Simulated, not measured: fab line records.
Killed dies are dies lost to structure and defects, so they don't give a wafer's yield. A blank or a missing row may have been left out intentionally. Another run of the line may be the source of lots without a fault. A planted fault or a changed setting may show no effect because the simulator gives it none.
fab line records | flow n5_finfet
[record] lots = 7 wafers = 21
route steps=1938 shown ZERO_LAYER@6 PMOS_HMC_CHANNEL_EPI@63 FIN_SAQP@116 DUMMY_GATE@228
start_h: hours from the record's first day to the start of the lot's first wafer shown | wait_h: hours from the lot's prior step to this one | " identical to the entry in the row above | L1.1+2: one row covering several wafers at once | - no value, or no start given | * or withheld: withheld | < > ~ a bound
route shown NAME@n: a module of which the file shows steps, and the number in the route of the first | usual: mean and standard deviation over wafers with no fault | same: alike in all rows | chamber/n: place in a boat | sites: per-site readings | _std_site: standard deviation of those values | _edge_site: mean of outer sites minus mean of inner sites | radius_mm: how far each site lies from the wafer's centre | mask NAME#n: copy n | behind: the tool/chamber that last shaped the wafer | hold: what put the lot on hold/how long, in hours/how the hold closed | device: transistor that didn't switch, given as n, p or np | end of line: at the end of the route, the tests of the same wafers | step lacking rows: just its recipe | killed: the dies lost at the first sort to structure and to defects; this is not the yield of the wafer | map: the dies of a wafer, with x for killed, . for not killed, _ for no die there
set.NAME: setting as actually run; set.NAME@STEP: the setting as run at that earlier step | model.NAME: the simulator's own value behind a step, which no gauge read
lots whose settings were changed on purpose; a table a step, a row a wafer
[[steps]]
[step N5_ZERO_LAYER_COAT_05]
[recipe] spin_rpm = 1500 resist_thk_nm = 1000
// columns lot.wafer tool chamber start_h wait_h set.spin_rpm model.coat_of_ZERO_LAYER_COAT_05.thk_nm
L078.1 litho_track-04 0 - - 1500 994.4
L078.4 " 0 " " 1500 997.8
L078.6 " 0 " " 1500 998
L079.2 litho_track-05 0 - - 1659 950.3
L079.3 " 0 " " 1659 950.9
L079.5 " 0 " " 1500 1002
L089.2 litho_track-05 0 - - 1500 1005
L089.4 " 0 " " 1500 1006
L089.5 " 0 " " 1643 958.5
L091.1 litho_track-04 0 - - 1500 997.8
L091.3+4 " 0 " " 1500 1002
L092.2 litho_track-04 0 - - 1344 1057
L092.3 " 0 " " 1344 1056
L092.5 " 0 " " 1500 997.6
L093.3+6 litho_track-05 0 - - 1500 1002
L093.5 " 0 " " 1500 1000
L097.2+3 litho_track-05 0 - - 1500 1001
L097.4 " 0 " " 1500 998.2
[step N5_ZERO_LAYER_EXPOSE_08]
[recipe] mask_id = ZERO na = 0.55 source_shape = conventional sigma_outer = 0.8 polarization = unpolarized defocus_nm = 0 target_cd_nm = 2000 dose_mj = 16.2
// columns lot.wafer tool chamber start_h wait_h mask set.dose_mj
L078.1+4 krf_scanner-02 0 36.51 - ZERO#0 15.28
L078.6 " 0 " " ZERO#0 16.2
L079.2 krf_scanner-01 0 42.78 - ZERO#0 16.2
L079.3+5 " 0 " " ZERO#0 15.66
L089.2+4+5 krf_scanner-02 0 102.47 - ZERO#0 16.2
L091.1+3+4 krf_scanner-01 0 114.49 - ZERO#0 16.2
L092.2+3+5 krf_scanner-01 0 120.47 - ZERO#0 16.2
L093.3+5+6 krf_scanner-01 0 126.48 - ZERO#0 16.2
L097.2+3+4 krf_scanner-02 0 150.60 - ZERO#0 16.2
[step N5_ZERO_LAYER_PEB_09]
[recipe] peb_temp_c = withheld peb_time_s = *
[step N5_ZERO_LAYER_DEVELOP_10]
[recipe] develop_time_s = 60 rinse_liquid = diw dry = air_spin dev_temp_c = 21
[step N5_ZERO_LAYER_ETCH_17]
[recipe] chemistry = CF4 target = SiO2 target_depth_a = 120 time_s = 13.3 ion_energy_ev = 350 pressure_mtorr = 40 source_w = 450 bias_w = 215 Ar_flow_sccm = 100 cf4_flow_sccm = 100
[step N5_ZERO_LAYER_ETCH_18]
[recipe] chemistry = HBr/Cl2 target = Si target_depth_a = 1200 time_s = 40 pressure_mtorr = 10 icp_w = 800 bias_w = 75 HBr_flow_sccm = 150 Cl2_flow_sccm = 80
[step N5_ZERO_LAYER_STRIP_24]
[recipe] chemistry = O2 power_w = 1000 temp_c = 250 overash_fraction = 0.3 pressure_mtorr = 1000 o2_flow_sccm = 6750
[usual] strip_time_to_endpoint_s = 43.84/0.087
// columns lot.wafer tool chamber start_h wait_h set.spin_rpm@ZERO_LAYER_COAT_05 strip_time_to_endpoint_s
L078.1 plasma_asher-01 0 36.93 0.1 1500 43.70
L078.4 " 1 " " 1500 43.77
L078.6 " 1 " " 1500 43.75
L079.2 plasma_asher-01 0 43.21 0.1 1659 42.35
L079.3 " 0 " " 1659 42.37
L079.5 " 1 " " 1500 43.92
L089.2 plasma_asher-02 1 102.89 0.1 1500 43.98
L089.4 " 0 " " 1500 44.02
L089.5 " 0 " " 1643 42.60
L091.1 plasma_asher-01 0 114.92 0.1 1500 43.77
L091.3 " 1 " " 1500 43.94
L091.4 " 0 " " 1500 43.86
L092.2 plasma_asher-02 1 120.89 0.1 1344 45.60
L092.3 " 1 " " 1344 45.51
L092.5 " 0 " " 1500 43.75
L093.3 plasma_asher-01 1 127.03 0.1 1500 43.92
L093.5 " 0 " " 1500 43.85
L093.6 " 1 " " 1500 43.88
L097.2 plasma_asher-02 0 151.02 0.1 1500 43.89
L097.3 " 1 " " 1500 43.88
L097.4 " 0 " " 1500 43.79
[step N5_PMOS_HMC_CHANNEL_EPI_PEB_07]
[recipe] peb_temp_c = 110 peb_time_s = 60 resist = CAR-ArF-block
// columns lot.wafer tool chamber start_h wait_h set.peb_temp_c
L078.1 litho_track-05 0 41.68 0.1 112.5
L078.4+6 " 0 " " 110
L079.2+5 litho_track-05 0 47.67 0.0 110
L079.3 " 0 " " 112.8
L089.2+5 litho_track-04 0 107.09 0.0 108.3
L089.4 " 0 " " 110
L091.1+3+4 litho_track-05 0 119.15 0.1 113.2
L092.2+3+5 litho_track-03 0 125.11 0.0 110
L093.3+6 litho_track-03 0 130.83 0.0 110
L093.5 " 0 " " 111.6
L097.2+3+4 litho_track-04 0 155.21 0.0 110
[step N5_PMOS_HMC_CHANNEL_EPI_DEVELOP_08]
[recipe] develop_time_s = 30 developer = TMAH resist = CAR-ArF-block dev_temp_c = 23 rinse_liquid = diw dry = air_spin
// columns lot.wafer tool chamber start_h wait_h set.develop_time_s
L078.1+4+6 litho_track-05 0 - - 30
L079.2 litho_track-05 0 - - 23.27
L079.3+5 " 0 " " 30
L089.2+4+5 litho_track-04 0 - - 30
L091.1+4 litho_track-05 0 - - 30
L091.3 " 0 " " 25.45
L092.2+5 litho_track-03 0 - - 30
L092.3 " 0 " " 26.06
L093.3 litho_track-03 0 - - 30
L093.5+6 " 0 " " 26.94
L097.2+3+4 litho_track-04 0 - - 30
[step N5_PMOS_HMC_CHANNEL_EPI_CD_MEAS_09]
[recipe] target_cd_nm = 237.4 landing_energy_ev = 500 detector = se_inlens
[usual] cd_nm = 237.1/0.9
// columns lot.wafer tool chamber start_h wait_h set.peb_temp_c@PMOS_HMC_CHANNEL_EPI_PEB_07 cd_nm
L078.1 cd_sem-02 0 41.75 - 112.5 244.2
L078.4 " 0 " " 110 236.6
L078.6 " 0 " " 110 237.4
L079.2 cd_sem-03 0 47.74 - 110 234.3
L079.3 " 0 " " 112.8 244.7
L079.5 " 0 " " 110 236.5
L089.2 cd_sem-01 0 107.16 - 108.3 231.7
L089.4 " 0 " " 110 236.4
L089.5 " 0 " " 108.3 230.9
L091.1 cd_sem-01 0 119.22 - 113.2 247.3
L091.3 " 0 " " 113.2 245.7
L091.4 " 0 " " 113.2 245.1
L092.2 cd_sem-02 0 125.17 - 110 236.8
L092.3 " 0 " " 110 234.8
L092.5 " 0 " " 110 237.4
L093.3 cd_sem-03 0 130.90 - 110 236.8
L093.5 " 0 " " 111.6 241.9
L093.6 " 0 " " 110 235.8
L097.2 cd_sem-01 0 155.28 - 110 237.5
L097.3 " 0 " " 110 236.9
L097.4 " 0 " " 110 236.7
[step N5_PMOS_HMC_CHANNEL_EPI_DESCUM_14]
[recipe] chemistry = O2 time_s = 7.9 source_power_w = 50 bias_power_w = 20 pressure_mtorr = 20 rf_frequency_hz = 2.712e+07 temp_c = 40 resist = CAR-ArF-block o2_flow_sccm = 225
// columns lot.wafer tool chamber start_h wait_h set.peb_temp_c@PMOS_HMC_CHANNEL_EPI_PEB_07 model.PMOS_HMC_CHANNEL_EPI.cd_nm
L078.1 rie_diel-06 0 41.84 0.0 112.5 244.2
L078.4 " 2 " " 110 237
L078.6 " 0 " " 110 237.5
L079.2 rie_diel-06 1 48.07 0.3 110 234
L079.3 " 2 " " 112.8 244.8
L079.5 " 0 " " 110 236.6
L089.2 rie_diel-05 2 107.25 0.0 108.3 231.5
L089.4 " 3 " " 110 236.3
L089.5 " 3 " " 108.3 231
L091.1 rie_diel-06 3 119.31 0.0 113.2 247.1
L091.3 " 0 " " 113.2 245.5
L091.4 " 2 " " 113.2 245.7
L092.2 rie_diel-06 3 125.26 0.0 110 236.8
L092.3 " 0 " " 110 234.9
L092.5 " 2 " " 110 237.6
L093.3 rie_diel-05 1 131.12 0.2 110 236.7
L093.5 " 2 " " 111.6 241.9
L093.6 " 3 " " 110 235.8
L097.2 rie_diel-05 0 155.36 0.0 110 237.8
L097.3 " 2 " " 110 237.2
L097.4 " 3 " " 110 236.6
[step N5_PMOS_HMC_CHANNEL_EPI_ETCH_32]
[recipe] chemistry = N2/H2 target = BARC stop_on = SiO2 target_depth_a = 858 over_etch_frac = 0.3 time_s = 50.3 ion_energy_ev = 200 mask_material = CAR-ArF-block pressure_mtorr = 30 source_w = 840 bias_w = 150 n2_flow_sccm = 200 h2_flow_sccm = 200
// columns lot.wafer tool chamber start_h wait_h set.peb_temp_c@PMOS_HMC_CHANNEL_EPI_PEB_07 model.PMOS_HMC_CHANNEL_EPI.cd_nm
L078.1 rie_diel-06 0 41.87 0.0 112.5 246.2
L078.4 " 2 " " 110 239.7
L078.6 " 0 " " 110 239
L079.2 rie_diel-06 1 48.11 0.0 110 237.1
L079.3 " 2 " " 112.8 246.9
L079.5 " 0 " " 110 238.2
L089.2 rie_diel-05 2 107.28 0.0 108.3 234.7
L089.4 " 3 " " 110 237.9
L089.5 " 3 " " 108.3 232.7
L091.1 rie_diel-06 3 119.34 0.0 113.2 250.3
L091.3 " 0 " " 113.2 247.5
L091.4 " 2 " " 113.2 248.4
L092.2 rie_diel-06 3 125.30 0.0 110 239.3
L092.3 " 0 " " 110 236
L092.5 " 2 " " 110 239.8
L093.3 rie_diel-05 1 131.16 0.0 110 239.8
L093.5 " 2 " " 111.6 245.1
L093.6 " 3 " " 110 238
L097.2 rie_diel-05 0 155.40 0.0 110 240
L097.3 " 2 " " 110 240.5
L097.4 " 3 " " 110 238.2
[step N5_FIN_SAQP_ETCH_52]
[recipe] chemistry = N2/H2 target = SOC target_depth_a = 1000 overetch_a = 200 mask_material = SiARC temp_c = 40 time_s = 150 ion_energy_ev = 200 pressure_mtorr = 30 source_w = 840 bias_w = 150 n2_flow_sccm = 200 h2_flow_sccm = 200 ends = end_point
[usual] rf_vpp_V = 523.2/2.2
// columns lot.wafer tool chamber start_h wait_h set.source_w rf_vpp_V
L078.1 rie_diel-04 0 46.96 0.0 730.9 548.1
L078.4 " 2 " " 840 522.9
L078.6 " 0 " " 730.9 547.6
L079.2 rie_diel-02 3 54.14 0.0 840 519.5
L079.3 " 1 " " 703.7 554.4
L079.5 " 3 " " 703.7 551.8
L089.2 rie_diel-04 1 112.22 0.0 840 526.4
L089.4 " 0 " " 711.5 553.5
L089.5 " 3 " " 840 523.2
L091.1 rie_diel-04 1 123.92 0.0 986.2 500.2
L091.3 " 2 " " 986.2 495.7
L091.4 " 3 " " 840 523.1
L092.2 rie_diel-03 0 129.85 0.0 771.2 536.1
L092.3 " 3 " " 840 527.5
L092.5 " 2 " " 840 523.5
L093.3 rie_diel-02 1 135.38 0.0 840 522.7
L093.5 " 2 " " 840 522.7
L093.6 " 1 " " 908.4 510.5
L097.2 rie_diel-03 2 160.63 0.0 840 524.1
L097.3 " 1 " " 840 522.6
L097.4 " 1 " " 840 522.0
[step N5_FIN_SAQP_SPACER1_ALD_24]
[recipe] material = SiO2 target_thk_a = 203 temp_c = 300 ald_precursor_family = BDEAS ald_co_reactant = O2-plasma pulse_time_s = 1 purge_time_s = 2 co_reactant_purge_time_s = 2 ald_cycles = 218 pressure_torr = 2
// columns lot.wafer tool chamber start_h wait_h set.temp_c model.SiO2_of_FIN_SAQP_SPACER1_ALD_24.thk_nm
L078.1+6 ald_sin-03 2 48.36 0.5 300 20.4
L078.4 " 0 " " 288.5 21.2
L079.2 ald_sin-03 2 56.51 1.6 300 20.4
L079.3+5 " 1,0 " " 300 20.2
L089.2 ald_sin-02 1 114.44 1.3 312.8 20
L089.4 " 2 " " 312.8 19.8
L089.5 " 0 " " 300 20.4
L091.1 ald_sin-02 0 124.92 0.3 293.8 20.6
L091.3+4 " 2,1 " " 300 20.2
L092.2 ald_sin-02 0 130.85 0.3 300 20.4
L092.3 " 1 " " 304 20.2
L092.5 " 1 " " 304 20
L093.3+5 ald_sin-02 0,3 136.53 0.3 300 20.4
L093.6 " 2 " " 304.2 20.2
L097.2 ald_sin-02 1 161.65 0.3 300 20.2
L097.3+4 " 2,3 " " 300 20.4
[step N5_FIN_SAQP_SPACER1_ETCHBACK_25]
[recipe] chemistry = CHF3/O2 mode = anisotropic_etchback target = SiO2 target_depth_a = 244 time_s = 12.2 pressure_mtorr = 30 source_w = 650 bias_w = 170 Ar_flow_sccm = 200 CHF3_flow_sccm = 50 O2_flow_sccm = 5 ion_energy_ev = 200
[step N5_FIN_SAQP_MANDREL1_REMOVE_56]
[recipe] chemistry = HBr/Cl2/O2 bt_time_s = 10 target = a-Si stop_on = SiNx endpoint = OES-SiCl over_etch_frac = 1 icp_w = 600 bias_w = 22 HBr_flow_sccm = 150 Cl2_flow_sccm = 80 O2_flow_sccm = 5 pressure_mtorr = 10
// columns lot.wafer tool chamber start_h wait_h set.temp_c@FIN_SAQP_SPACER1_ALD_24 model.FIN_SAQP.cd_nm
L078.1+6 rie_si-02 2,1 49.17 0.1 300 20.4
L078.4 " 3 " " 288.5 21.4
L079.2 rie_si-04 0 57.32 0.1 300 20.2
L079.3 " 1 " " 300 20.4
L079.5 " 0 " " 300 20
L089.2 rie_si-02 1 115.24 0.1 312.8 19.8
L089.4 " 2 " " 312.8 20
L089.5 " 3 " " 300 20.4
L091.1 rie_si-03 2 125.73 0.1 293.8 20.8
L091.3+4 " 1,0 " " 300 20.2
L092.2 rie_si-04 3 131.65 0.1 300 20.4
L092.3+5 " 0,3 " " 304 20.2
L093.3+5 rie_si-04 1,2 137.36 0.1 300 20.4
L093.6 " 3 " " 304.2 20.2
L097.2 rie_si-03 2 162.46 0.1 300 20.2
L097.3+4 " 1,3 " " 300 20.4
[step N5_DUMMY_GATE_EXPOSE_12]
[recipe] mask_id = GATE na = 0.33 source_shape = annular sigma_inner = 0.2 sigma_outer = 0.6 polarization = unpolarized target_cd_nm = 25 dose_mj = 34
// columns lot.wafer tool chamber start_h wait_h mask set.dose_mj
L078.1+4 euv_scanner-01 0 70.32 - GATE#0 34
L078.6 " 0 " " GATE#0 32.49
L079.2+3+5 euv_scanner-01 0 78.54 - GATE#0 34
L089.2 euv_scanner-01 0 138.60 - GATE#0 34
L089.4+5 " 0 " " GATE#0 32.12
L091.1 euv_scanner-01 0 147.33 - GATE#0 34
L091.3+4 " 0 " " GATE#0 32.88
L092.2+5 euv_scanner-01 0 152.82 - GATE#0 34
L092.3 " 0 " " GATE#0 32.37
L093.3+5+6 euv_scanner-01 0 159.43 - GATE#0 34
L097.2+3+4 euv_scanner-02 0 187.45 - GATE#0 34
[step N5_DUMMY_GATE_PEB_13]
[recipe] peb_temp_c = 100 peb_time_s = 60 resist = CAR-EUV
[step N5_DUMMY_GATE_DEVELOP_14]
[recipe] develop_time_s = 30 developer = TMAH resist = CAR-EUV rinse_liquid = surfactant_rinse dry = air_spin dev_temp_c = 23
[step N5_DUMMY_GATE_CD_MEAS_15]
[recipe] target_cd_nm = 25.8 landing_energy_ev = 500 detector = se_inlens
[usual] cd_nm = 25.00/0.24
// columns lot.wafer tool chamber start_h wait_h set.dose_mj@DUMMY_GATE_EXPOSE_12 cd_nm
L078.1 cd_sem-02 0 70.44 - 34 25.19
L078.4 " 0 " " 34 24.83
L078.6 " 0 " " 32.49 25.80
L079.2 cd_sem-02 0 78.66 - 34 25.13
L079.3 " 0 " " 34 25.26
L079.5 " 0 " " 34 24.91
L089.2 cd_sem-01 0 138.72 - 34 24.91
L089.4 " 0 " " 32.12 26.18
L089.5 " 0 " " 32.12 26.03
L091.1 cd_sem-03 0 147.45 - 34 25.48
L091.3 " 0 " " 32.88 25.95
L091.4 " 0 " " 32.88 25.95
L092.2 cd_sem-03 0 152.95 - 34 25.08
L092.3 " 0 " " 32.37 26.00
L092.5 " 0 " " 34 25.36
L093.3 cd_sem-01 0 159.55 - 34 24.65
L093.5 " 0 " " 34 25.10
L093.6 " 0 " " 34 25.00
L097.2 cd_sem-01 0 187.57 - 34 24.99
L097.3 " 0 " " 34 25.01
L097.4 " 0 " " 34 24.70
[step N5_DUMMY_GATE_ETCH_37]
[recipe] chemistry = N2/H2 target = SOC target_depth_a = 600 overetch_a = 300 temp_c = 40 ion_energy_ev = 200 pressure_mtorr = 30 source_w = 840 bias_w = 150 n2_flow_sccm = 200 h2_flow_sccm = 200
[usual] rf_vpp_V = 524.9/1.7
// columns lot.wafer tool chamber start_h wait_h set.source_w rf_vpp_V
L078.1 rie_diel-05 3 71.15 0.0 840 522.6
L078.4 " 0 " " 707.2 557.9
L078.6 " 0 " " 707.2 558.3
L079.2 rie_diel-05 0 78.94 0.0 840 526.2
L079.3 " 3 " " 840 523.6
L079.5 " 2 " " 840 525.2
L089.2 rie_diel-01 3 139.02 0.0 840 527.0
L089.4 " 1 " " 840 526.9
L089.5 " 2 " " 840 523.0
L091.1 rie_diel-05 3 147.73 0.0 840 522.6
L091.3 " 1 " " 840 525.7
L091.4 " 0 " " 840 528.1
L092.2 rie_diel-01 0 153.31 0.0 840 525.7
L092.3 " 1 " " 840 526.8
L092.5 " 1 " " 840 526.1
L093.3 rie_diel-05 2 159.82 0.0 885.1 514.1
L093.5 " 2 " " 840 526.2
L093.6 " 1 " " 840 524.3
L097.2 rie_diel-01 1 187.85 0.0 840 525.6
L097.3 " 2 " " 840 521.6
L097.4 " 0 " " 840 525.9
[step N5_DUMMY_GATE_STRIP_38]
[recipe] chemistry = N2/H2 temp_c = 40 n2_flow_sccm = 200 h2_flow_sccm = 200 rf_frequency_hz = 6e+07
[step N5_DUMMY_GATE_STRIP_39]
[recipe] chemistry = N2/H2 temp_c = 40 n2_flow_sccm = 200 h2_flow_sccm = 200 rf_frequency_hz = 6e+07
[step N5_DUMMY_GATE_TRIM_49]
[recipe] chemistry = O2 resist = SOC time_s = 29 target_cd_nm = 14 source_power_w = 300 bias_power_w = 0 O2_flow_sccm = 100 temp_c = 20
// columns lot.wafer tool chamber start_h wait_h set.dose_mj@DUMMY_GATE_EXPOSE_12 model.DUMMY_GATE.cd_nm
L078.1+4 rie_si-06 2,3 71.23 0.0 34 14.2
L078.6 " 3 " " 32.49 15.2
L079.2 rie_si-06 1 79.02 0.0 34 14.2
L079.3+5 " 2,3 " " 34 14.4
L089.2 rie_si-05 1 139.10 0.0 34 13.8
L089.4 " 3 " " 32.12 15.6
L089.5 " 0 " " 32.12 15.2
L091.1 rie_si-01 0 147.81 0.0 34 14.2
L091.3 " 2 " " 32.88 15
L091.4 " 3 " " 32.88 14.4
L092.2 rie_si-06 0 153.39 0.0 34 13.8
L092.3 " 1 " " 32.37 15.6
L092.5 " 0 " " 34 14.6
L093.3 rie_si-01 2 159.90 0.0 34 14.2
L093.5 " 3 " " 34 13.8
L093.6 " 2 " " 34 14
L097.2 rie_si-01 1 187.93 0.0 34 14.4
L097.3 " 2 " " 34 14.6
L097.4 " 3 " " 34 13.8
[step N5_DUMMY_GATE_STRIP_40]
[recipe] chemistry = CF4 resist = SiARC power_w = 300 bias_power_w = 75 pressure_mtorr = 50 cf4_flow_sccm = 150 rf_frequency_hz = 6e+07
[step N5_DUMMY_GATE_ETCH_32]
[recipe] chemistry = CF4 target = SiO2 target_depth_a = 35 time_s = 3.9 ion_energy_ev = 350 pressure_mtorr = 10 icp_w = 800 bias_w = 400 cf4_flow_sccm = 80
[step N5_DUMMY_GATE_ETCH_23]
[recipe] chemistry = HBr/Cl2/O2 HBr_flow_sccm = 150 Cl2_flow_sccm = 80 O2_flow_sccm = 12 bias_w = 102 target_depth_a = 410 time_s = 22.3 target = poly-Si mask_material = SiO2 pressure_mtorr = 10 icp_w = 800
[step N5_DUMMY_GATE_ETCH_44]
[recipe] chemistry = HBr/O2 over_etch_frac = 0.7 target_depth_a = 1275 stop_on = SiO2 ion_energy_ev = 60 bias_w = 20 target = poly-Si mask_material = SiO2 pressure_mtorr = 20 icp_w = 400 HBr_flow_sccm = 120 O2_flow_sccm = 10
// columns lot.wafer tool chamber start_h wait_h set.dose_mj@DUMMY_GATE_EXPOSE_12 model.DUMMY_GATE.cd_nm
L078.1 rie_si-01 0 71.84 0.0 34 15
L078.4 " 1 " " 34 15.2
L078.6 " 3 " " 32.49 16.2
L079.2 rie_si-05 2 79.69 0.0 34 15.2
L079.3 " 3 " " 34 15.4
L079.5 " 2 " " 34 15.6
L089.2 rie_si-06 0 139.63 0.0 34 14.6
L089.4 " 0 " " 32.12 16.6
L089.5 " 3 " " 32.12 16.4
L091.1 rie_si-05 3 148.35 0.0 34 15.2
L091.3 " 2 " " 32.88 16.2
L091.4 " 1 " " 32.88 15.6
L092.2 rie_si-05 3 154.02 0.0 34 15
L092.3 " 1 " " 32.37 16.6
L092.5 " 1 " " 34 15.6
L093.3 rie_si-01 2 160.85 0.0 34 15.2
L093.5 " 1 " " 34 14.6
L093.6 " 0 " " 34 15
L097.2 rie_si-05 1 188.46 0.0 34 15.4
L097.3 " 0 " " 34 15.2
L097.4 " 2 " " 34 14.8
[step N5_DUMMY_GATE_CD_MEAS_24]
[recipe] target_cd_nm = 15
[usual] cd_nm = 15.1/0.37
// columns lot.wafer tool chamber start_h wait_h set.dose_mj@DUMMY_GATE_EXPOSE_12 cd_nm
L078.1 cd_sem-03 - 71.95 0.1 34 15.0
L078.4 " - " " 34 14.8
L078.6 " - " " 32.49 16.3
L079.2 cd_sem-03 - 79.80 0.1 34 15.2
L079.3 " - " " 34 15.2
L079.5 " - " " 34 15.9
L089.2 cd_sem-03 - 139.75 0.1 34 14.7
L089.4 " - " " 32.12 16.4
L089.5 " - " " 32.12 16.6
L091.1 cd_sem-02 - 148.46 0.1 34 14.9
L091.3 " - " " 32.88 16.2
L091.4 " - " " 32.88 15.4
L092.2 cd_sem-02 - 154.14 0.1 34 15.1
L092.3 " - " " 32.37 16.6
L092.5 " - " " 34 15.7
L093.3 cd_sem-01 - 160.97 0.1 34 14.9
L093.5 " - " " 34 14.7
L093.6 " - " " 34 15.1
L097.2 cd_sem-01 - 188.58 0.1 34 15.4
L097.3 " - " " 34 15.3
L097.4 " - " " 34 15.0
[[key]]
[split] step = N5_ZERO_LAYER_COAT_05 setting = spin_rpm stated = 1500 by = wafer
[response] step = N5_ZERO_LAYER_COAT_05 reading = model.coat_of_ZERO_LAYER_COAT_05.thk_nm change = -5.16 per = 1% r = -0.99
[response] step = N5_ZERO_LAYER_STRIP_24 reading = strip_time_to_endpoint_s change = * per = 1% r = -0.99
[split] step = N5_ZERO_LAYER_EXPOSE_08 setting = dose_mj stated = 16.2 by = wafer
response none clear
[split] step = N5_PMOS_HMC_CHANNEL_EPI_PEB_07 setting = peb_temp_c stated = 110 by = wafer
[response] step = N5_PMOS_HMC_CHANNEL_EPI_CD_MEAS_09 reading = cd_nm change = +3.47 per = 1% r = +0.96
[response] step = N5_PMOS_HMC_CHANNEL_EPI_DESCUM_14 reading = model.PMOS_HMC_CHANNEL_EPI.cd_nm change = +3.45 per = 1% r = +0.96
[response] step = N5_PMOS_HMC_CHANNEL_EPI_ETCH_32 reading = model.PMOS_HMC_CHANNEL_EPI.cd_nm change = +3.38 per = 1% r = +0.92
[split] step = N5_PMOS_HMC_CHANNEL_EPI_DEVELOP_08 setting = develop_time_s stated = 30 by = wafer
response none clear
[split] step = N5_FIN_SAQP_ETCH_52 setting = source_w stated = 840 by = wafer
[response] step = N5_FIN_SAQP_ETCH_52 reading = rf_vpp_V change = -1.75 per = 1% r = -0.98
[split] step = N5_FIN_SAQP_SPACER1_ALD_24 setting = temp_c stated = 300 by = wafer
[response] step = N5_FIN_SAQP_SPACER1_ALD_24 reading = model.SiO2_of_FIN_SAQP_SPACER1_ALD_24.thk_nm change = -0.164 per = 1% r = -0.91
[response] step = N5_FIN_SAQP_MANDREL1_REMOVE_56 reading = model.FIN_SAQP.cd_nm change = -0.19 per = 1% r = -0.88
[split] step = N5_DUMMY_GATE_EXPOSE_12 setting = dose_mj stated = 34 by = wafer
[response] step = N5_DUMMY_GATE_CD_MEAS_15 reading = cd_nm change = -0.183 per = 1% r = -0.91
[response] step = N5_DUMMY_GATE_TRIM_49 reading = model.DUMMY_GATE.cd_nm change = -0.257 per = 1% r = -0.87
[response] step = N5_DUMMY_GATE_ETCH_44 reading = model.DUMMY_GATE.cd_nm change = -0.284 per = 1% r = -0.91
[response] step = N5_DUMMY_GATE_CD_MEAS_24 reading = cd_nm change = -0.291 per = 1% r = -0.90
[split] step = N5_DUMMY_GATE_ETCH_37 setting = source_w stated = 840 by = wafer
[response] step = N5_DUMMY_GATE_ETCH_37 reading = rf_vpp_V change = -2.22 per = 1% r = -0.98
